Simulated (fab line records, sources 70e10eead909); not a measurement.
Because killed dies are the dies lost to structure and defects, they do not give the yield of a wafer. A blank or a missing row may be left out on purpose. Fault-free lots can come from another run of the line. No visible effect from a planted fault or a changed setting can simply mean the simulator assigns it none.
fab line records	flow nand_harc	part 1 of 2: steps 1 to 4 of 6
record lots=22	wafers=66	last_day=34
route steps=1302 shown A_M0@1150 A_M1@1183 A_BONDPAD@1218
lots that met no fault: from a run of the same line without faults
start_h: the number of hours between the record's first day and the start of the first shown wafer of the lot	wait_h: hours from the lot's prior step to this one	" unchanged from the row above	L1.1+2: a single row standing in for several wafers	- either no value or no given start	* or withheld: withheld	< > ~ a bound
route shown NAME@n: a module of which the file shows steps, and the number in the route of the first	usual: the fault-free wafers' mean and standard deviation	same: alike in all rows	chamber/n: place in a boat	sites: each site's reading	_std_site: standard deviation across them	_edge_site: the outer-site mean with the inner-site mean subtracted	radius_mm: how far each site lies from the wafer's centre	mask NAME#n: copy n	behind: the last tool/chamber to shape the wafer	hold: what put the lot on hold/how long, in hours/how the hold closed	device: the transistor (n, p or np) that didn't switch	end of line: the same wafers' tests at the end of the route	a step without rows: its recipe alone	killed: dies that structure and defects cost at the first sort, which is not the same as the wafer's yield	map: the dies of a wafer, with x for killed, . for not killed, _ for no die there
set.NAME: the setting the step ran with; set.NAME@STEP: the setting that earlier step ran with	model.NAME: the simulator's own value behind a step, which no gauge read
steps of the route over a sample of lots; a table a step, a row a wafer
services: from which hour (start_h, from the record's first day; less than 0 if before it) a tool's chamber was out of use, for how many hours, and why
## steps
# step NHARC_A_M0_DESCUM_14
# recipe time_s=3	o2_flow_sccm=200	ar_flow_sccm=0	bias_power_w=0	chemistry=O2
# usual drypump_motor_current_A=5.7/0.43	o2_flow_sccm=200.1/0.62	oes_product_au=0.997/0.011	rf_vpp_V=57.7/0.91	showerhead_plenum_p_Torr=1.91/0.093	throttle_valve_pct=11.311/0.0082
lot.wafer	tool	chamber	start_h	wait_h	drypump_motor_current_A	o2_flow_sccm	oes_product_au	rf_hours_counter_h	rf_vpp_V	showerhead_plenum_p_Torr	throttle_valve_pct
L075.1	rie_diel-01	0	533.77	0.1	6.0	200.6	1.002	11	57.1	1.80	11.317
L075.2	"	1	"	"	5.4	199.7	1.027	10	57.6	1.82	11.312
L075.5	"	3	"	"	5.8	200.6	0.984	-	57.9	2.02	11.317
L074.1	rie_diel-09	2	537.72	0.1	4.8	200.6	1.013	2	56.5	1.92	11.306
L074.3	"	0	"	"	6.5	199.2	1.004	2	58.1	1.78	11.301
L074.6	"	2	"	"	4.8	200.3	1.021	-	57.3	1.92	11.316
L076.3	rie_diel-01	1	539.28	0.1	5.4	198.9	1.007	11	57.3	1.82	11.317
L076.1	"	3	"	"	5.8	200.7	0.980	9	58.5	2.02	11.310
L076.5	"	1	"	"	5.4	199.6	1.010	-	56.2	1.82	11.296
L077.3	rie_diel-01	0	553.10	0.1	6.0	199.9	0.999	13	56.7	1.80	11.302
L077.2	"	1	"	"	5.4	198.8	1.008	12	56.9	1.82	11.300
L077.5	"	2	"	"	5.8	200.0	0.985	-	59.4	2.05	11.318
L078.3	rie_diel-09	0	553.72	0.1	6.5	200.0	0.991	2	56.5	1.78	11.313
L078.2	"	3	"	"	5.5	201.0	1.004	2	57.3	1.88	11.302
L078.5	"	1	"	"	5.4	200.8	1.020	-	57.9	1.94	11.311
L079.3	rie_diel-09	3	575.12	0.1	5.5	199.8	0.985	3	57.7	1.88	11.297
L079.5	"	0	"	"	6.5	200.2	0.995	-	56.7	1.78	11.293
L079.6	"	1	"	"	5.4	199.9	0.994	-	57.7	1.94	11.311
L081.1	rie_diel-01	1	594.38	0.1	5.4	200.7	1.005	2	57.0	1.82	11.316
L081.2	"	3	"	"	5.9	199.7	0.999	1	57.2	2.02	11.303
L081.5	"	0	"	"	6.0	200.0	1.003	-	56.5	1.80	11.299
L082.2	rie_diel-09	1	604.82	0.1	5.4	199.5	1.000	4	59.9	1.94	11.313
L082.3	"	2	"	"	4.8	199.4	1.008	5	59.5	1.92	11.327
L082.5	"	0	"	"	6.5	198.1	0.979	-	58.5	1.77	11.300
L083.2	rie_diel-02	2	629.85	0.1	5.8	201.3	1.021	2	57.6	1.86	11.324
L083.4	"	3	"	"	6.2	200.1	0.990	3	58.7	1.95	11.314
L083.1	"	0	"	"	6.3	200.5	0.980	2	56.5	1.79	11.316
L085.3	rie_diel-02	2	641.54	0.1	5.8	200.2	1.023	2	58.6	1.85	11.296
L085.4	"	3	"	"	6.2	199.6	0.988	3	58.5	1.95	11.308
L085.5	"	1	"	"	5.7	199.3	1.017	-	58.0	2.01	11.314
L086.3	rie_diel-09	3	646.51	0.1	5.5	200.1	0.987	7	56.5	1.88	11.309
L086.6	"	2	"	"	4.9	201.0	0.986	-	57.1	1.92	11.311
L086.5	"	3	"	"	5.5	200.4	0.999	-	57.2	1.88	11.308
L090.3	rie_diel-01	2	667.76	0.1	5.7	198.5	1.008	6	57.6	2.04	11.300
L090.5	"	0	"	"	6.0	199.6	0.983	-	56.4	1.80	11.308
L090.6	"	1	"	"	5.4	200.3	1.003	-	56.4	1.82	11.315
L087.3	rie_diel-09	2	669.86	0.1	4.8	200.0	1.001	7	57.6	1.92	11.307
L087.1	"	0	"	"	6.5	199.4	1.006	7	56.2	1.77	11.307
L087.6	"	2	"	"	4.8	200.0	1.004	-	58.0	1.92	11.304
L088.4	rie_diel-09	3	686.89	0.1	5.5	199.8	0.974	0	59.1	1.88	11.315
L088.6	"	0	"	"	6.4	200.1	0.987	-	58.5	1.77	11.307
L088.5	"	1	"	"	5.4	199.7	0.991	-	56.1	1.94	11.314
L089.4	rie_diel-01	0	690.10	0.1	6.0	198.4	0.990	6	58.9	1.80	11.312
L089.2	"	3	"	"	5.9	201.1	1.003	6	58.2	2.02	11.319
L089.5	"	1	"	"	5.4	200.5	1.001	-	57.4	1.82	11.315
L092.3	rie_diel-01	2	693.62	0.1	5.8	200.8	0.994	7	58.6	2.04	11.315
L092.1	"	3	"	"	5.9	199.8	0.998	6	58.7	2.02	11.306
L092.4	"	0	"	"	6.0	200.7	0.982	6	56.3	1.79	11.332
L091.1	rie_diel-01	3	695.86	0.1	5.8	200.1	1.007	6	57.3	2.02	11.315
L091.2	"	0	"	"	6.0	200.7	0.982	6	55.9	1.79	11.306
L091.5	"	2	"	"	5.7	200.1	0.990	-	58.7	2.04	11.302
L094.2	rie_diel-02	1	713.89	0.1	5.7	199.6	1.009	5	57.8	2.01	11.302
L094.3	"	2	"	"	5.8	201.3	1.008	4	56.1	1.85	11.304
L094.4	"	0	"	"	6.3	200.1	0.984	5	56.9	1.79	11.314
L093.1	rie_diel-01	0	714.49	0.1	6.0	200.6	0.990	7	57.3	1.79	11.315
L093.2	"	2	"	"	5.7	199.9	0.993	8	57.6	2.04	11.314
L093.6	"	1	"	"	5.4	200.7	0.984	-	57.4	1.82	11.305
L095.2	rie_diel-09	1	737.47	0.1	5.4	199.3	1.001	2	57.4	1.93	11.307
L095.1	"	3	"	"	5.6	199.7	0.974	3	56.0	1.88	11.315
L095.5	"	3	"	"	5.5	201.0	0.983	-	57.9	1.88	11.327
L096.1	rie_diel-01	2	758.20	0.1	5.8	199.5	0.980	1	59.1	2.04	11.317
L096.4	"	3	"	"	5.9	200.4	0.988	1	57.7	2.02	11.320
L096.6	"	1	"	"	5.4	200.5	0.994	-	56.1	1.82	11.313
L097.3	rie_diel-09	2	776.88	0.1	4.8	200.8	1.019	4	57.1	1.91	11.313
L097.1	"	3	"	"	5.6	200.1	0.976	5	57.0	1.88	11.319
L097.5	"	3	"	"	5.5	201.4	0.979	-	57.3	1.88	11.299
# step NHARC_A_M0_ETCH_34
# recipe target_depth_a=400	overetch_a=120	time_s=43.94	ion_energy_ev=200	n2_flow_sccm=150	h2_flow_sccm=150	ar_flow_sccm=0	rf_w=400	bias_w=150	chemistry=N2/H2
# usual drypump_motor_current_A=5.7/0.43	oes_product_au=1.000/0.011	rf_vpp_V=430.4/2.9	showerhead_plenum_p_Torr=2.03/0.1	throttle_valve_pct=14.171/0.01
lot.wafer	tool	chamber	start_h	wait_h	drypump_motor_current_A	oes_product_au	rf_hours_counter_h	rf_vpp_V	showerhead_plenum_p_Torr	throttle_valve_pct
L075.2	rie_diel-01	2	533.84	0.1	5.7	1.004	8	432.7	2.18	14.163
L075.1	"	3	"	"	5.8	0.982	9	434.5	2.16	14.153
L075.5	"	2	"	"	5.8	1.001	-	435.7	2.18	14.180
L074.3	rie_diel-09	2	537.79	0.1	4.8	1.006	2	430.1	2.04	14.175
L074.1	"	0	"	"	6.5	0.992	2	426.9	1.89	14.158
L074.6	"	2	"	"	4.8	0.998	-	431.5	2.04	14.174
L076.3	rie_diel-01	2	539.37	0.1	5.7	0.988	9	433.2	2.18	14.182
L076.1	"	0	"	"	6.0	1.001	12	428.1	1.91	14.176
L076.5	"	3	"	"	5.8	0.978	-	434.0	2.16	14.171
L077.3	rie_diel-01	3	553.16	0.1	5.9	0.969	10	434.1	2.16	14.177
L077.2	"	1	"	"	5.4	1.019	12	428.2	1.94	14.190
L077.5	"	3	"	"	5.8	0.992	-	432.5	2.16	14.171
L078.2	rie_diel-09	0	553.82	0.1	6.4	1.013	2	426.8	1.89	14.181
L078.3	"	1	"	"	5.4	1.013	2	431.0	2.07	14.179
L078.5	"	2	"	"	4.9	1.021	-	430.4	2.04	14.162
L079.3	rie_diel-09	2	575.19	0.1	4.8	1.011	3	431.7	2.04	14.181
L079.6	"	0	"	"	6.5	0.996	-	426.9	1.89	14.169
L079.5	"	1	"	"	5.4	1.009	-	431.7	2.07	14.167
L081.2	rie_diel-01	1	594.46	0.1	5.4	1.002	2	427.4	1.94	14.160
L081.1	"	0	"	"	6.0	0.994	2	427.4	1.91	14.186
L081.5	"	2	"	"	5.7	0.995	-	434.8	2.18	14.178
L082.2	rie_diel-09	2	604.89	0.1	4.8	1.011	5	430.7	2.04	14.176
L082.3	"	3	"	"	5.5	0.996	5	428.3	2.00	14.156
L082.5	"	3	"	"	5.5	1.000	-	428.1	2.00	14.156
L083.4	rie_diel-02	1	629.92	0.1	5.7	0.997	2	433.7	2.15	14.173
L083.2	"	2	"	"	5.9	1.024	2	429.0	1.98	14.169
L083.1	"	0	"	"	6.3	0.984	2	425.2	1.90	14.158
L085.4	rie_diel-02	2	641.61	0.1	5.8	1.029	2	428.7	1.98	14.163
L085.3	"	3	"	"	6.2	0.985	3	431.5	2.08	14.179
L085.5	"	2	"	"	5.8	1.017	-	429.3	1.98	14.183
L086.3	rie_diel-09	3	646.60	0.1	5.5	0.993	7	428.6	2.00	14.169
L086.5	"	2	"	"	4.8	1.002	-	431.6	2.04	14.172
L086.6	"	3	"	"	5.5	0.990	-	430.4	2.00	14.179
L090.3	rie_diel-01	2	667.84	0.1	5.7	1.002	6	434.9	2.18	14.163
L090.5	"	3	"	"	5.8	1.020	-	434.7	2.16	14.163
L090.6	"	0	"	"	6.0	1.005	-	426.4	1.91	14.168
L087.3	rie_diel-09	2	669.94	0.1	4.8	0.999	7	429.8	2.04	14.173
L087.1	"	0	"	"	6.5	1.011	7	426.6	1.89	14.163
L087.6	"	3	"	"	5.5	0.993	-	430.9	2.00	14.178
L088.4	rie_diel-09	2	686.97	0.1	4.9	1.001	0	428.7	2.04	14.175
L088.6	"	3	"	"	5.5	0.986	-	429.2	2.00	14.168
L088.5	"	0	"	"	6.5	1.004	-	425.5	1.89	14.184
L089.4	rie_diel-01	0	690.20	0.1	6.0	0.988	6	426.6	1.91	14.190
L089.2	"	1	"	"	5.4	0.997	6	427.3	1.94	14.174
L089.5	"	2	"	"	5.7	0.996	-	435.3	2.18	14.167
L092.3	rie_diel-01	0	693.70	0.1	6.0	0.990	6	425.9	1.91	14.161
L092.1	"	1	"	"	5.4	0.996	6	429.0	1.94	14.163
L092.4	"	2	"	"	5.7	0.994	7	435.1	2.18	14.167
L091.1	rie_diel-01	2	695.94	0.1	5.7	1.005	7	433.8	2.18	14.182
L091.2	"	3	"	"	5.9	1.017	6	433.8	2.16	14.176
L091.5	"	2	"	"	5.8	0.984	-	435.4	2.18	14.156
L094.2	rie_diel-02	1	713.98	0.1	5.7	1.011	5	433.1	2.14	14.168
L094.3	"	2	"	"	5.8	1.011	4	429.5	1.97	14.171
L094.4	"	3	"	"	6.2	0.993	5	432.1	2.08	14.154
L093.2	rie_diel-01	3	714.58	0.1	5.8	1.007	7	433.2	2.16	14.143
L093.1	"	1	"	"	5.4	0.988	7	427.8	1.93	14.163
L093.6	"	2	"	"	5.7	0.996	-	435.9	2.18	14.178
L095.1	rie_diel-09	2	737.58	0.1	4.8	1.000	3	429.7	2.04	14.171
L095.2	"	3	"	"	5.5	0.987	3	430.6	2.00	14.173
L095.5	"	2	"	"	4.8	0.996	-	431.2	2.04	14.161
L096.4	rie_diel-01	0	758.28	0.1	6.0	0.998	1	425.9	1.91	14.162
L096.1	"	2	"	"	5.7	0.993	1	433.4	2.18	14.190
L096.6	"	3	"	"	5.9	0.998	-	435.0	2.15	14.189
L097.1	rie_diel-09	1	776.98	0.1	5.4	0.995	3	431.9	2.06	14.173
L097.3	"	2	"	"	4.8	1.014	4	430.5	2.04	14.151
L097.5	"	3	"	"	5.5	0.983	-	430.5	2.00	14.183
# step NHARC_A_M1_ETCH_35
# recipe target_depth_a=400	overetch_a=120	time_s=43.94	ion_energy_ev=200	n2_flow_sccm=150	h2_flow_sccm=150	ar_flow_sccm=0	rf_w=400	bias_w=150	chemistry=N2/H2
# usual drypump_motor_current_A=5.5/0.39	oes_product_au=1.001/0.014	rf_vpp_V=430.8/2.5	showerhead_plenum_p_Torr=2.06/0.093	throttle_valve_pct=14.171/0.0099
lot.wafer	tool	chamber	start_h	wait_h	drypump_motor_current_A	oes_product_au	rf_hours_counter_h	rf_vpp_V	showerhead_plenum_p_Torr	throttle_valve_pct
L075.2	rie_diel-06	3	537.96	0.1	5.8	0.975	1.8	431.6	2.12	14.162
L075.1	"	2	"	"	5.6	1.001	1.9	433.2	2.10	14.174
L075.5	"	3	"	"	5.8	0.984	-	431.8	2.12	14.166
L074.1	rie_diel-06	1	542.33	0.6	5.7	1.019	2.5	431.5	2.05	14.182
L074.3	"	0	"	"	5.2	0.988	2.5	432.4	2.15	14.177
L074.6	"	1	"	"	5.7	1.015	-	429.9	2.05	14.161
L076.3	rie_diel-13	0	543.41	0.1	4.9	1.010	0.2	430.8	2.05	14.157
L076.1	"	1	"	"	4.9	0.986	0.2	432.5	2.17	14.179
L076.5	"	1	"	"	4.9	0.987	-	435.5	2.17	14.180
L077.3	rie_diel-07	1	557.10	0.1	5.5	1.004	2.9	429.5	2.02	14.173
L077.2	"	3	"	"	5.3	1.012	3.5	428.7	1.95	14.161
L077.5	"	0	"	"	5.9	1.015	-	435.6	2.16	14.156
L078.3	rie_diel-13	3	557.98	0.1	6.0	0.986	0.7	433.0	2.08	14.170
L078.2	"	0	"	"	4.9	1.011	0.6	430.5	2.05	14.188
L078.5	"	2	"	"	5.9	1.006	-	427.0	1.91	14.160
L079.3	rie_diel-13	0	579.48	0.1	4.9	1.017	0.8	430.6	2.05	14.172
L079.5	"	1	"	"	4.9	0.983	-	433.0	2.17	14.167
L079.6	"	2	"	"	5.9	0.995	-	425.9	1.91	14.176
L081.2	rie_diel-07	3	598.52	0.1	5.3	1.005	5.0	428.4	1.95	14.178
L081.1	"	0	"	"	5.9	1.014	4.4	435.3	2.16	14.190
L081.5	"	0	"	"	5.9	1.016	-	433.9	2.16	14.155
L082.2	rie_diel-06	1	608.94	0.1	5.7	1.012	5.9	431.1	2.05	14.166
L082.3	"	3	"	"	5.8	1.005	5.2	432.3	2.12	14.167
L082.5	"	2	"	"	5.6	1.019	-	432.4	2.10	14.172
L083.2	rie_diel-06	0	633.95	0.1	5.2	0.993	6.9	432.7	2.15	14.164
L083.1	"	2	"	"	5.5	1.005	6.6	431.7	2.10	14.178
L083.4	"	3	"	"	5.8	0.989	6.2	432.4	2.11	14.181
L085.3	rie_diel-13	0	645.71	0.1	4.9	0.993	2.2	431.2	2.04	14.161
L085.5	"	0	"	"	4.9	1.000	-	430.0	2.04	14.164
L085.4	"	1	"	"	4.9	0.973	-	432.3	2.17	14.166
L086.3	rie_diel-06	3	650.53	0.1	5.8	0.993	6.9	433.2	2.11	14.165
L086.6	"	0	"	"	5.2	0.990	-	433.1	2.15	14.183
L086.5	"	1	"	"	5.7	1.009	-	431.1	2.05	14.161
L090.3	rie_diel-13	3	671.87	0.1	6.1	0.987	2.4	433.4	2.08	14.180
L090.6	"	2	"	"	5.9	1.011	-	426.4	1.91	14.169
L090.5	"	3	"	"	6.1	0.979	-	431.9	2.08	14.171
L087.1	rie_diel-13	2	674.00	0.1	5.9	0.996	2.9	426.7	1.91	14.174
L087.3	"	0	"	"	4.9	0.993	2.9	429.7	2.04	14.175
L087.6	"	1	"	"	4.9	0.980	-	433.4	2.17	14.160
L088.4	rie_diel-06	3	690.90	0.1	5.8	0.972	2.2	431.5	2.11	14.171
L088.6	"	1	"	"	5.7	1.013	-	429.6	2.05	14.166
L088.5	"	2	"	"	5.6	0.995	-	432.2	2.10	14.164
L089.4	rie_diel-13	3	694.25	0.1	6.1	0.995	3.0	433.6	2.08	14.176
L089.2	"	0	"	"	4.9	0.992	3.6	431.0	2.04	14.187
L089.5	"	1	"	"	4.9	0.981	-	434.1	2.17	14.192
L092.3	rie_diel-06	0	697.77	0.1	5.2	1.026	2.3	432.8	2.14	14.157
L092.1	"	1	"	"	5.6	1.014	2.0	431.0	2.05	14.167
L092.4	"	2	"	"	5.6	1.003	2.1	431.8	2.10	14.166
L091.2	rie_diel-07	3	700.01	0.1	5.3	1.000	2.1	428.3	1.95	14.175
L091.1	"	0	"	"	5.9	1.016	2.1	432.0	2.16	14.158
L091.5	"	1	"	"	5.5	1.018	-	431.2	2.02	14.172
L094.3	rie_diel-07	0	718.03	0.1	5.9	1.010	2.8	433.0	2.16	14.160
L094.4	"	2	"	"	5.6	0.996	2.9	427.0	1.88	14.157
L094.2	"	3	"	"	5.3	0.994	3.2	428.9	1.95	14.173
L093.2	rie_diel-07	3	718.61	0.1	5.3	1.003	3.3	427.2	1.95	14.164
L093.1	"	2	"	"	5.6	0.997	3.0	426.1	1.88	14.168
L093.6	"	0	"	"	5.9	1.023	-	433.4	2.16	14.160
L095.2	rie_diel-13	0	741.64	0.1	4.9	0.986	0.5	429.9	2.04	14.177
L095.1	"	1	"	"	4.9	1.003	0.5	433.0	2.17	14.174
L095.5	"	1	"	"	4.9	1.009	-	433.0	2.17	14.177
L096.4	rie_diel-13	1	762.28	0.1	4.9	1.006	1.0	433.8	2.17	14.167
L096.1	"	0	"	"	4.9	0.996	1.0	429.9	2.04	14.171
L096.6	"	2	"	"	5.9	1.001	-	427.3	1.91	14.161
L097.1	rie_diel-07	0	781.30	0.1	5.9	1.024	6.2	433.9	2.15	14.170
L097.3	"	2	"	"	5.6	0.984	6.9	425.9	1.88	14.198
L097.5	"	0	"	"	5.9	1.008	-	432.9	2.15	14.162
# step NHARC_A_M1_CD_MEAS_16
# usual cd_nm=120.1/0.94
lot.wafer	tool	chamber	start_h	wait_h	cd_nm
L075.1	cd_sem-02	-	538.18	-	120.5
L075.2	"	-	"	"	121.1
L075.5	"	-	"	"	120.5
L074.1	cd_sem-03	-	542.55	-	119.6
L074.3	"	-	"	"	119.9
L074.6	"	-	"	"	120.3
L076.1	cd_sem-03	-	543.63	-	119.0
L076.3	"	-	"	"	119.7
L076.5	"	-	"	"	120.2
L077.2	cd_sem-01	-	557.31	-	121.9
L077.3	"	-	"	"	118.1
L077.5	"	-	"	"	119.0
L078.2	cd_sem-02	-	558.20	-	120.5
L078.3	"	-	"	"	121.3
L078.5	"	-	"	"	120.5
L079.3	cd_sem-01	-	579.69	-	121.5
L079.5	"	-	"	"	120.0
L079.6	"	-	"	"	120.2
L081.1	cd_sem-03	-	598.74	-	119.3
L081.2	"	-	"	"	120.2
L081.5	"	-	"	"	119.3
L082.2	cd_sem-03	-	609.16	-	120.5
L082.3	"	-	"	"	121.0
L082.5	"	-	"	"	119.7
L083.1	cd_sem-01	-	634.17	-	119.6
L083.2	"	-	"	"	119.7
L083.4	"	-	"	"	119.7
L085.3	cd_sem-01	-	645.95	-	119.1
L085.4	"	-	"	"	120.1
L085.5	"	-	"	"	120.0
L086.3	cd_sem-03	-	650.73	-	120.3
L086.5	"	-	"	"	121.1
L086.6	"	-	"	"	119.9
L090.3	cd_sem-02	-	672.09	-	118.7
L090.5	"	-	"	"	119.8
L090.6	"	-	"	"	119.4
L087.1	cd_sem-03	-	674.21	-	120.7
L087.3	"	-	"	"	116.6
L087.6	"	-	"	"	118.9
L088.4	cd_sem-01	-	691.12	-	118.1
L088.5	"	-	"	"	120.6
L088.6	"	-	"	"	121.1
L089.2	cd_sem-02	-	694.46	-	121.2
L089.4	"	-	"	"	120.7
L089.5	"	-	"	"	122.7
L092.1	cd_sem-02	-	697.98	-	120.4
L092.3	"	-	"	"	120.9
L092.4	"	-	"	"	120.5
L091.1	cd_sem-01	-	700.22	-	120.6
L091.2	"	-	"	"	120.0
L091.5	"	-	"	"	121.1
L094.2	cd_sem-01	-	718.25	-	118.8
L094.3	"	-	"	"	119.3
L094.4	"	-	"	"	120.7
L093.1	cd_sem-03	-	718.83	-	119.9
L093.2	"	-	"	"	119.5
L093.6	"	-	"	"	120.6
L095.1	cd_sem-03	-	741.86	-	119.5
L095.2	"	-	"	"	119.1
L095.5	"	-	"	"	120.8
L096.1	cd_sem-03	-	762.50	-	119.5
L096.4	"	-	"	"	118.4
L096.6	"	-	"	"	121.6
L097.1	cd_sem-02	-	781.51	-	120.0
L097.3	"	-	"	"	120.1
L097.5	"	-	"	"	120.7
